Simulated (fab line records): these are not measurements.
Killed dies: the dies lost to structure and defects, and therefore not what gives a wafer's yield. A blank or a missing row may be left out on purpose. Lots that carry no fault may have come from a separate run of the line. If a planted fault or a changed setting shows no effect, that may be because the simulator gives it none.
fab line records | flow nandHarc
[record] lots = 13 | wafers = 39 | lastDay = 25
route steps=1159 shown P_STI@85 P_GATE@148 END@1159
lots untouched by any fault: they come from a run of this same line in which no faults occurred
startH: hours from the record's first day to the start of the lot's first wafer shown | waitH: hours from the lot's prior step to this one | " identical to the entry in the row above | L1.1+2: one row covering several wafers at once | - either no value or no given start | * or withheld: withheld | < > ~ a bound
route shown NAME@n: names a module that has steps shown in the file, with the first one's number in the route | usual: the fault-free wafers' mean and standard deviation | same: alike in all rows | chamber/n: place in a boat | sites: each site's reading | _std_site: the values' standard deviation | _edge_site: mean of outer sites minus mean of inner sites | radiusMm: how far each site lies from the wafer's centre | mask NAME#n: copy n | behind: the most recent tool/chamber to have shaped the wafer | hold: why the lot went on hold/how many hours it stayed there/how the hold came to an end | device: the transistor (n, p or np) that didn't switch | end of line: tests of these same wafers at the route's end | for a step that has no rows: nothing shown but its recipe | killed: dies that structure and defects cost at the first sort, which is not the same as the wafer's yield | map: shows each die of a wafer: x if killed, . if not, _ if none is there
set.NAME: setting as actually run; set.NAME@STEP: the setting as run at that earlier step | model.NAME: the simulator's own value behind a step, which no gauge read
a sample of lots followed through the steps of the route, with each step as a table and each wafer as a row
services: a tool's chamber out of use, with start hour (startH, from the record's first day; less than 0 if before it), hours out, and reason
[[steps]]
[step NHARC_P_STI_INSPECT_11]
[usual] rawDefectCount = 5.2/2.6
lot.wafer | tool             | chamber | startH | waitH | rawDefectCount
L800.1    | defectInspect-01 | -       | 37.71  | 0.0   | 7
L800.2    | "                | -       | "      | "     | 6
L800.5    | "                | -       | "      | "     | 8
L801.1    | defectInspect-02 | -       | 37.89  | 0.0   | 6
L801.4    | "                | -       | "      | "     | 5
L801.6    | "                | -       | "      | "     | 4
L803.4    | defectInspect-02 | -       | 53.20  | 0.0   | 4
L803.5    | "                | -       | "      | "     | 4
L803.6    | "                | -       | "      | "     | 6
L805.1    | defectInspect-02 | -       | 65.38  | 0.0   | 6
L805.4    | "                | -       | "      | "     | 9
L805.5    | "                | -       | "      | "     | 7
L806.1    | defectInspect-01 | -       | 76.97  | 0.0   | 9
L806.3    | "                | -       | "      | "     | 7
L806.4    | "                | -       | "      | "     | 7
L813.1    | defectInspect-01 | -       | 116.33 | 0.0   | 6
L813.5    | "                | -       | "      | "     | 9
L813.6    | "                | -       | "      | "     | 9
L815.1    | defectInspect-01 | -       | 132.94 | 0.0   | 9
L815.2    | "                | -       | "      | "     | 6
L815.6    | "                | -       | "      | "     | 4
L816.1    | defectInspect-02 | -       | 133.10 | 0.0   | 6
L816.3    | "                | -       | "      | "     | 7
L816.6    | "                | -       | "      | "     | 2
L818.1    | defectInspect-01 | -       | 140.89 | 0.1   | 0
L818.2    | "                | -       | "      | "     | 7
L818.3    | "                | -       | "      | "     | 6
L820.2    | defectInspect-01 | -       | 154.96 | 0.0   | 6
L820.4    | "                | -       | "      | "     | 2
L820.5    | "                | -       | "      | "     | 1
L821.3    | defectInspect-01 | -       | 161.60 | 0.0   | 0
L821.5    | "                | -       | "      | "     | 8
L821.6    | "                | -       | "      | "     | 2
L823.3    | defectInspect-02 | -       | 169.71 | 0.0   | 6
L823.4    | "                | -       | "      | "     | 4
L823.6    | "                | -       | "      | "     | 3
L822.1    | defectInspect-01 | -       | 169.73 | 0.0   | 6
L822.2    | "                | -       | "      | "     | 6
L822.3    | "                | -       | "      | "     | 8
[step NHARC_P_STI_DESCUM_14]
[recipe] timeS = 3 | o2FlowSccm = 200 | arFlowSccm = 0 | biasPowerW = 0 | chemistry = O2
[usual] drypumpMotorCurrentA = 6.0/0.44 | oesProductAu = 0.995/0.012 | rfVppV = 57.7/0.86 | showerheadPlenumPTorr = 1.89/0.07 | throttleValvePct = 11.312/0.0088
[same] biasPowerW = 0
lot.wafer | tool       | chamber | startH | waitH | drypumpMotorCurrentA | oesProductAu | rfHoursCounterH | rfVppV | showerheadPlenumPTorr | throttleValvePct
L800.2    | rieDiel-06 | 0       | 37.85  | -     | 5.8                  | 1.004        | 4.0             | 58.7   | 1.96                  | 11.308
L800.1    | "          | 1       | "      | "     | 6.3                  | 0.978        | 4.0             | 58.4   | 1.89                  | 11.323
L800.5    | "          | 0       | "      | "     | 5.9                  | 1.018        | -               | 58.4   | 1.96                  | 11.315
L801.4    | rieDiel-03 | 3       | 38.03  | -     | 5.6                  | 0.978        | 8.9             | 57.9   | 1.81                  | 11.301
L801.1    | "          | 1       | "      | "     | 5.3                  | 0.987        | 10.1            | 58.5   | 1.91                  | 11.295
L801.6    | "          | 3       | "      | "     | 5.7                  | 0.982        | -               | 56.8   | 1.81                  | 11.308
L803.4    | rieDiel-03 | 2       | 53.36  | -     | 5.8                  | 0.988        | 0.5             | 55.9   | 1.88                  | 11.317
L803.5    | "          | 3       | "      | "     | 5.6                  | 0.989        | -               | 57.9   | 1.81                  | 11.316
L803.6    | "          | 0       | "      | "     | 6.4                  | 0.993        | -               | 57.9   | 1.98                  | 11.317
L805.1    | rieDiel-03 | 2       | 65.51  | -     | 5.8                  | 0.991        | 0.7             | 59.2   | 1.88                  | 11.329
L805.4    | "          | 1       | "      | "     | 5.3                  | 0.989        | 0.8             | 57.3   | 1.91                  | 11.317
L805.5    | "          | 3       | "      | "     | 5.6                  | 0.993        | -               | 57.2   | 1.81                  | 11.320
L806.1    | rieDiel-03 | 2       | 77.10  | -     | 5.7                  | 0.992        | 1.3             | 56.4   | 1.88                  | 11.307
L806.4    | "          | 3       | "      | "     | 5.7                  | 1.009        | 1.6             | 58.4   | 1.81                  | 11.318
L806.3    | "          | 1       | "      | "     | 5.3                  | 0.996        | 1.3             | 58.2   | 1.91                  | 11.309
L813.1    | rieDiel-03 | 3       | 116.47 | -     | 5.7                  | 0.993        | 4.8             | 57.3   | 1.81                  | 11.304
L813.6    | "          | 2       | "      | "     | 5.7                  | 0.982        | -               | 56.1   | 1.88                  | 11.316
L813.5    | "          | 3       | "      | "     | 5.6                  | 0.999        | -               | 57.9   | 1.81                  | 11.306
L815.1    | rieDiel-03 | 2       | 133.08 | -     | 5.8                  | 0.979        | 4.8             | 57.6   | 1.88                  | 11.306
L815.2    | "          | 3       | "      | "     | 5.7                  | 0.995        | 6.0             | 55.9   | 1.81                  | 11.313
L815.6    | "          | 2       | "      | "     | 5.8                  | 0.998        | -               | 58.1   | 1.88                  | 11.316
L816.3    | rieDiel-06 | 1       | 133.23 | -     | 6.3                  | 1.003        | 2.2             | 59.0   | 1.89                  | 11.322
L816.1    | "          | 0       | "      | "     | 5.8                  | 0.994        | 2.1             | 58.4   | 1.96                  | 11.312
L816.6    | "          | 2       | "      | "     | 6.6                  | 0.998        | -               | 58.3   | 1.83                  | 11.327
L818.2    | rieDiel-06 | 0       | 141.02 | -     | 5.9                  | 0.988        | 2.3             | 57.8   | 1.95                  | 11.306
L818.1    | "          | 1       | "      | "     | 6.3                  | 0.981        | 2.4             | 57.8   | 1.89                  | 11.314
L818.3    | "          | 3       | "      | "     | 6.5                  | 1.002        | 2.3             | 56.4   | 1.81                  | 11.312
L820.2    | rieDiel-06 | 2       | 155.11 | -     | 6.5                  | 0.985        | 3.2             | 56.9   | 1.83                  | 11.314
L820.4    | "          | 0       | "      | "     | 5.8                  | 0.986        | 3.2             | 56.9   | 1.95                  | 11.304
L820.5    | "          | 3       | "      | "     | 6.5                  | 0.996        | -               | 56.7   | 1.81                  | 11.330
L821.3    | rieDiel-03 | 1       | 161.76 | -     | 5.3                  | 1.009        | 7.3             | 57.1   | 1.91                  | 11.301
L821.5    | "          | 2       | "      | "     | 5.8                  | 0.974        | -               | 57.7   | 1.88                  | 11.309
L821.6    | "          | 3       | "      | "     | 5.6                  | 1.003        | -               | 58.1   | 1.81                  | 11.302
L823.4    | rieDiel-06 | 3       | 169.84 | -     | 6.5                  | 1.002        | 3.5             | 56.4   | 1.81                  | 11.299
L823.3    | "          | 1       | "      | "     | 6.3                  | 1.004        | 3.7             | 57.6   | 1.89                  | 11.313
L823.6    | "          | 0       | "      | "     | 5.9                  | 0.996        | -               | 57.3   | 1.95                  | 11.318
L822.2    | rieDiel-06 | 0       | 169.89 | -     | 5.9                  | 0.982        | 3.6             | 57.5   | 1.95                  | 11.326
L822.3    | "          | 2       | "      | "     | 6.6                  | 0.993        | 3.5             | 58.8   | 1.83                  | 11.332
L822.1    | "          | 3       | "      | "     | 6.5                  | 0.996        | 3.5             | 57.5   | 1.81                  | 11.313
[step NHARC_P_STI_INSPECT_25]
[usual] rawDefectCount = 229/84
lot.wafer | tool             | chamber | startH | waitH | rawDefectCount
L801.1    | defectInspect-02 | -       | 69.62  | 0.4   | 205
L801.4    | "                | -       | "      | "     | 220
L801.6    | "                | -       | "      | "     | 192
L800.1    | defectInspect-01 | -       | 69.62  | 0.4   | 157
L800.2    | "                | -       | "      | "     | 298
L800.5    | "                | -       | "      | "     | 264
L803.4    | defectInspect-02 | -       | 82.52  | 0.4   | 209
L803.5    | "                | -       | "      | "     | 224
L803.6    | "                | -       | "      | "     | 162
L805.1    | defectInspect-01 | -       | 90.91  | 0.4   | 286
L805.4    | "                | -       | "      | "     | 158
L805.5    | "                | -       | "      | "     | 297
L806.1    | defectInspect-02 | -       | 104.25 | 0.4   | 167
L806.3    | "                | -       | "      | "     | 155
L806.4    | "                | -       | "      | "     | 306
L813.1    | defectInspect-01 | -       | 146.66 | 0.4   | 285
L813.5    | "                | -       | "      | "     | 564
L813.6    | "                | -       | "      | "     | 333
L815.1    | defectInspect-01 | -       | 164.28 | 0.4   | 420
L815.2    | "                | -       | "      | "     | 230
L815.6    | "                | -       | "      | "     | 327
L816.1    | defectInspect-02 | -       | 164.28 | 0.4   | 194
L816.3    | "                | -       | "      | "     | 178
L816.6    | "                | -       | "      | "     | 150
L818.1    | defectInspect-01 | -       | 169.78 | 0.4   | 152
L818.2    | "                | -       | "      | "     | 195
L818.3    | "                | -       | "      | "     | 257
L820.2    | defectInspect-01 | -       | 185.56 | 0.4   | 293
L820.4    | "                | -       | "      | "     | 241
L820.5    | "                | -       | "      | "     | 227
L821.3    | defectInspect-01 | -       | 193.02 | 0.4   | 215
L821.5    | "                | -       | "      | "     | 272
L821.6    | "                | -       | "      | "     | 229
L822.1    | defectInspect-02 | -       | 201.07 | 0.4   | 295
L822.2    | "                | -       | "      | "     | 141
L822.3    | "                | -       | "      | "     | 345
L823.3    | defectInspect-01 | -       | 201.07 | 0.4   | 266
L823.4    | "                | -       | "      | "     | 193
L823.6    | "                | -       | "      | "     | 146
[step NHARC_P_GATE_ETCH_114]
[recipe] targetDepthA = 300 | overetchA = 30 | timeS = 16.5 | ionEnergyEv = 100 | cf4FlowSccm = 80 | o2FlowSccm = 20 | arFlowSccm = 0 | rfW = 300 | biasW = 100 | chemistry = CF4/O2
[usual] biasW = 100.0/0.32 | cf4FlowSccm = 80.02/0.22 | drypumpMotorCurrentA = 5.7/0.47 | oesProductAu = 1.002/0.012 | rfVppV = 198.1/1.3 | showerheadPlenumPTorr = 1.34/0.047 | throttleValvePct = 13.397/0.0087
lot.wafer | tool       | chamber | startH | waitH | biasW | cf4FlowSccm | drypumpMotorCurrentA | oesProductAu | rfHoursCounterH | rfVppV | showerheadPlenumPTorr | throttleValvePct
L800.1    | rieDiel-02 | 2       | 92     | -     | 100.1 | 79.99       | 5.8                  | 0.972        | 36              | 198.0  | 1.36                  | 13.402
L800.2    | "          | 0       | "      | "     | 99.7  | 80.17       | 6.0                  | 0.979        | 40              | 198.3  | 1.29                  | 13.397
L800.5    | "          | 3       | "      | "     | 99.9  | 79.98       | 5.3                  | 0.996        | -               | 197.8  | 1.33                  | 13.389
L801.4    | rieDiel-07 | 2       | 93     | -     | 100.2 | 79.91       | 5.9                  | 1.012        | 13              | 198.8  | 1.35                  | 13.405
L801.1    | "          | 3       | "      | "     | 100.4 | 80.00       | 6.2                  | 0.991        | 12              | 202.1  | 1.42                  | 13.393
L801.6    | "          | 2       | "      | "     | 100.2 | 80.09       | 5.9                  | 1.012        | -               | 198.6  | 1.35                  | 13.380
L803.4    | rieDiel-02 | 2       | 105    | -     | 99.5  | 79.75       | 5.8                  | 0.978        | 39              | 198.5  | 1.36                  | 13.381
L803.5    | "          | 2       | "      | "     | 100.1 | 79.90       | 5.8                  | 0.973        | -               | 198.5  | 1.36                  | 13.391
L803.6    | "          | 3       | "      | "     | 99.8  | 80.10       | 5.3                  | 1.007        | -               | 198.9  | 1.32                  | 13.388
L805.4    | rieDiel-07 | 0       | 113    | -     | 99.8  | 79.78       | 5.5                  | 1.008        | 15              | 200.9  | 1.40                  | 13.386
L805.1    | "          | 1       | "      | "     | 99.9  | 79.82       | 5.7                  | 1.015        | 15              | 197.2  | 1.38                  | 13.393
L805.5    | "          | 0       | "      | "     | 100.3 | 79.86       | 5.5                  | 1.000        | -               | 199.8  | 1.39                  | 13.397
L806.4    | rieDiel-04 | 0       | 131    | -     | 99.5  | 80.20       | 4.8                  | 0.995        | 2               | 196.6  | 1.27                  | 13.383
L806.1    | "          | 1       | "      | "     | 99.7  | 80.47       | 5.7                  | 1.005        | 1               | 200.6  | 1.38                  | 13.402
L806.3    | "          | 2       | "      | "     | 99.5  | 79.96       | 5.7                  | 0.998        | 1               | 196.3  | 1.30                  | 13.385
L813.1    | rieDiel-07 | 1       | 170    | -     | -     | -           | -                    | -            | -               | -      | -                     | -
L813.5    | "          | 2       | "      | "     | -     | -           | -                    | -            | -               | -      | -                     | -
L813.6    | "          | 3       | "      | "     | -     | -           | -                    | -            | -               | -      | -                     | -
L815.1    | rieDiel-02 | 3       | 188    | -     | -     | -           | -                    | -            | -               | -      | -                     | -
L815.2    | "          | 2       | "      | "     | -     | -           | -                    | -            | -               | -      | -                     | -
L815.6    | "          | 3       | "      | "     | -     | -           | -                    | -            | -               | -      | -                     | -
L816.1    | rieDiel-04 | 1       | 188    | -     | -     | -           | -                    | -            | -               | -      | -                     | -
L816.3    | "          | 2       | "      | "     | -     | -           | -                    | -            | -               | -      | -                     | -
L816.6    | "          | 1       | "      | "     | -     | -           | -                    | -            | -               | -      | -                     | -
L818.2    | rieDiel-02 | 2       | 194    | -     | 100.4 | 80.03       | 5.7                  | 1.002        | 12              | 196.9  | 1.36                  | 13.417
L818.1    | "          | 3       | "      | "     | 100.4 | 80.38       | 5.3                  | 0.996        | 13              | 197.5  | 1.32                  | 13.405
L818.3    | "          | 0       | "      | "     | 99.5  | 79.88       | 6.0                  | 1.019        | 13              | 197.9  | 1.29                  | 13.392
L820.4    | rieDiel-04 | 2       | 208    | -     | 99.8  | 80.03       | 5.8                  | 1.007        | 21              | 197.8  | 1.30                  | 13.414
L820.2    | "          | 0       | "      | "     | 100.4 | 79.95       | 4.8                  | 0.987        | 19              | 196.2  | 1.26                  | 13.400
L820.5    | "          | 2       | "      | "     | 100.5 | 80.36       | 5.7                  | 1.003        | -               | 197.3  | 1.30                  | 13.394
L821.3    | rieDiel-04 | 1       | 215    | -     | 99.9  | 79.93       | 5.7                  | 1.004        | 22              | 199.2  | 1.37                  | 13.393
L821.5    | "          | 0       | "      | "     | 100.2 | 79.96       | 4.8                  | 0.998        | -               | 196.0  | 1.26                  | 13.393
L821.6    | "          | 1       | "      | "     | 100.2 | 79.91       | 5.7                  | 1.011        | -               | 199.4  | 1.37                  | 13.395
L822.1    | rieDiel-02 | 2       | 223    | -     | 100.1 | 79.75       | 5.7                  | 1.006        | 24              | 197.5  | 1.35                  | 13.379
L822.2    | "          | 3       | "      | "     | 100.6 | 79.74       | 5.3                  | 0.987        | 17              | 197.4  | 1.32                  | 13.392
L822.3    | "          | 1       | "      | "     | 99.9  | 79.58       | 6.2                  | 1.005        | 25              | 198.7  | 1.33                  | 13.403
L823.3    | rieDiel-04 | 1       | 223    | -     | 100.2 | 80.14       | 5.7                  | 0.993        | 23              | 197.9  | 1.37                  | 13.376
L823.4    | "          | 2       | "      | "     | 99.3  | 80.06       | 5.8                  | 1.004        | 22              | 198.7  | 1.30                  | 13.402
L823.6    | "          | 0       | "      | "     | 100.1 | 79.83       | 4.8                  | 1.000        | -               | 196.2  | 1.26                  | 13.401
[step NHARC_END_SORT_01]
[recipe] tempC = 25
[usual] killedAtArray = 28/11 | killedAtOther = 0.8/1.1 | killedAtPeriphery = 3.3/2.8 | killedDies = 32/11 | killedOpen = 3.3/1.9 | killedShort = 1.9/1.4
[same] grossDies = 677
lot.wafer | tool      | chamber | startH | waitH | killedAtArray | killedAtOther | killedAtPeriphery | killedDies | killedOpen | killedShort
L813.1    | prober-01 | 0       | 518.07 | 2.6   | 37            | 0             | 640               | 677        | 2          | 5
L813.5    | prober-01 | 0       | 521.28 | 3.7   | 39            | 0             | 638               | 677        | 3          | 3
L813.6    | prober-01 | 0       | 522.09 | 4.0   | 36            | 0             | 641               | 677        | 2          | 3
L816.1    | prober-01 | 0       | 553.10 | 2.5   | 18            | 0             | 659               | 677        | 1          | 2
L816.3    | prober-01 | 0       | 554.73 | 3.1   | 9             | 0             | 668               | 677        | 4          | 1
L816.6    | prober-01 | 0       | 557.17 | 4.1   | 14            | 0             | 663               | 677        | 1          | 1
L815.1    | prober-02 | 0       | 553.15 | 2.5   | 46            | 1             | 630               | 677        | 4          | 3
L815.2    | prober-02 | 0       | 553.95 | 2.8   | 49            | 0             | 628               | 677        | 1          | 1
L815.6    | prober-02 | 0       | 557.16 | 4.0   | 48            | 1             | 628               | 677        | 1          | 2
L818.1    | prober-02 | 0       | 560.97 | 2.5   | 40            | 1             | 1                 | 42         | 3          | 0
L818.2    | prober-02 | 0       | 561.76 | 2.8   | 39            | 1             | 0                 | 40         | 1          | 1
L818.3    | prober-02 | 0       | 562.55 | 3.1   | 41            | 0             | 0                 | 41         | 2          | 2
// killed by level:class
L813.1 P_GATE:areaEtch=638 A_CHANNEL_HOLE_D1:chamberFilmFlake=21 A_SLIT:chamberFilmFlake=11 A_ONON_D1:geometricParticle:short=3 P_CONTACT:geometricParticle:open=1 P_M1:geometricParticle:open=1 A_CHANNEL_HOLE_D1:geometricParticle:short=1 A_WL_FILL:geometricParticle:short=1
L813.5 P_GATE:areaEtch=628 A_CHANNEL_HOLE_D1:chamberFilmFlake=25 P_ZERO_WELL:chamberFilmFlake=5 A_SLIT:chamberFilmFlake=5 A_STAIRCASE:chamberFilmFlake=3 A_CONTACT:geometricParticle:open=2 P_STI:chamberFilmFlake=2 P_M0:geometricParticle:open=1
L813.6 P_GATE:areaEtch=635 A_CHANNEL_HOLE_D1:chamberFilmFlake=15 A_SLIT:chamberFilmFlake=10 A_STAIRCASE:chamberFilmFlake=4 P_M1:chamberFilmFlake=3 A_CONTACT:geometricParticle:open=2 P_ZERO_WELL:chamberFilmFlake=2 A_CHANNEL_FILL_D1:chamberFilmFlake=2
L816.1 P_GATE:areaEtch=658 A_CONTACT:chamberFilmFlake=14 A_ONON_D1:geometricParticle:short=1 A_CONTACT:geometricParticle:short=1 A_M0:geometricParticle:open=1 P_STI:chamberFilmFlake=1 A_CHANNEL_HOLE_D1:chamberFilmFlake=1
L815.1 P_GATE:areaEtch=626 A_CHANNEL_HOLE_D1:chamberFilmFlake=21 A_CONTACT:chamberFilmFlake=10 A_SLIT:chamberFilmFlake=10 P_STI:geometricParticle:short=1 P_GATE:geometricParticle:open=1 P_M0:geometricParticle:short=1 A_SOURCE_PLATE:geometricParticle:open=1
L815.2 P_GATE:areaEtch=628 A_CHANNEL_HOLE_D1:chamberFilmFlake=26 A_SLIT:chamberFilmFlake=10 A_CONTACT:chamberFilmFlake=7 A_STAIRCASE:chamberFilmFlake=3 A_WL_FILL:geometricParticle:short=1 A_BLC:geometricParticle:open=1 A_ZERO_WELL:chamberFilmFlake=1
L816.3 P_GATE:areaEtch=665 A_CHANNEL_HOLE_D1:chamberFilmFlake=3 A_CHANNEL_FILL_D1:geometricParticle:open=2 P_STI:chamberFilmFlake=2 A_CONTACT:chamberFilmFlake=2 P_CONTACT:geometricParticle:open=1 A_WL_FILL:geometricParticle:short=1 A_CONTACT:geometricParticle:open=1
L815.6 P_GATE:areaEtch=628 A_CHANNEL_HOLE_D1:chamberFilmFlake=23 A_SLIT:chamberFilmFlake=14 A_CONTACT:chamberFilmFlake=7 A_STAIRCASE:chamberFilmFlake=2 A_ONON_D1:geometricParticle:open=1 A_WL_FILL:geometricParticle:short=1 STARTING-WAFER:geometricParticle:short=1
L816.6 P_GATE:areaEtch=662 A_CHANNEL_HOLE_D1:chamberFilmFlake=6 A_WL_FILL:chamberFilmFlake=2 A_CONTACT:chamberFilmFlake=2 A_WL_FILL:geometricParticle:short=1 A_CONTACT:geometricParticle:open=1 P_STI:chamberFilmFlake=1 A_STAIRCASE:chamberFilmFlake=1
L818.1 A_CHANNEL_HOLE_D1:chamberFilmFlake=23 A_SLIT:chamberFilmFlake=12 A_STAIRCASE:chamberFilmFlake=2 P_GATE:geometricParticle:open=1 A_SOURCE_PLATE:geometricParticle:open=1 A_CONTACT:geometricParticle:open=1 A_WL_FILL:chamberFilmFlake=1 THIN_TSV:chamberFilmFlake=1
L818.2 A_CHANNEL_HOLE_D1:chamberFilmFlake=20 A_SLIT:chamberFilmFlake=13 A_CONTACT:chamberFilmFlake=4 A_STAIRCASE:geometricParticle:short=1 A_CONTACT:geometricParticle:open=1 THIN_TSV:chamberFilmFlake=1
L818.3 A_CHANNEL_HOLE_D1:chamberFilmFlake=19 A_SLIT:chamberFilmFlake=11 A_CONTACT:chamberFilmFlake=4 A_STAIRCASE:chamberFilmFlake=2 A_ONON_D1:geometricParticle:short=1 A_CHANNEL_FILL_D1:geometricParticle:open=1 A_WL_FILL:geometricParticle:short=1 A_CONTACT:geometricParticle:open=1
[[services]]
tool       | chamber | startH | hours | kind
rieDiel-02 | -       | 15.76  | 0.8   | repair
rieDiel-06 | 1       | 16.18  | 2.6   | repair
rieDiel-07 | 0       | 18.45  | 1.5   | repair
rieDiel-03 | 0       | 25.33  | 3.9   | repair
rieDiel-03 | -       | 38.30  | 9.0   | pm
rieDiel-07 | -       | 51.20  | 9.0   | pm
rieDiel-06 | -       | 64.20  | 9.0   | pm
rieDiel-04 | 2       | 68.24  | 6.1   | repair
rieDiel-02 | 2       | 76.52  | 9.1   | repair
rieDiel-03 | 0       | 82.00  | 6.9   | repair
rieDiel-03 | 2       | 83.84  | 3.0   | repair
rieDiel-04 | 1       | 86.16  | 35.7  | repair
rieDiel-03 | 1       | 88.48  | 5.3   | repair
rieDiel-04 | 2       | 109.67 | 10.2  | repair
rieDiel-04 | -       | 112.27 | 9.0   | pm
rieDiel-02 | 3       | 123.35 | 4.3   | repair
rieDiel-02 | 2       | 126.90 | 3.8   | repair
rieDiel-02 | 3       | 129.39 | 6.6   | repair
rieDiel-02 | -       | 150.90 | 9.0   | pm
rieDiel-04 | 0       | 177.00 | 7.6   | repair
rieDiel-02 | 1       | 193.72 | 2.0   | repair
rieDiel-02 | 3       | 196.56 | 13.3  | repair
rieDiel-06 | 0       | 211.48 | 4.1   | repair
rieDiel-03 | -       | 215.30 | 9.0   | pm
[[key]]
[firstSign] step = NHARC_P_GATE_ETCH_114 | reading = toolRecord | direction = missing
[effect] step = NHARC_END_SORT_01 | reading = killedAtPeriphery | direction = up | sigmas = 99+ | usual = 3.3 | struck = 643.9
[moreKillsBornAt] NHARC_P_GATE_ETCH_114@rieDiel-04 = 1985 | NHARC_P_GATE_ETCH_114@rieDiel-07 = 1902 | NHARC_P_GATE_ETCH_114@rieDiel-02 = 1882
metAt NHARC_P_GATE_ETCH_114
struckLots L813,L815,L816
laterRowsLeftOut L813.1,L813.5,L813.6,L815.1,L815.2,L815.6,L816.1,L816.3,L816.6
testerLeftOut L813,L815,L816
notActingAt NHARC_P_STI_INSPECT_11,NHARC_P_STI_DESCUM_14,NHARC_P_STI_INSPECT_25
[fault] kind = skippedStepWhole | tool = rieDiel-02,rieDiel-04,rieDiel-07 | chamber = - | onsetH = 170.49 | steps = NHARC_P_GATE_ETCH_114 | scope = struckLotsOnly
// testerLeftOut: of these lots the tester's yield and bins aren't shown, on N5 and GAA mostly nor the transistor test; their killed dies are dies lost to structure and defects alone, not to doping, threshold or leakage, so they don't give the yield
// laterRowsLeftOut: the simulator's readings of these wafers behind a module that went badly wrong aren't trusted and aren't shown, but for the sort
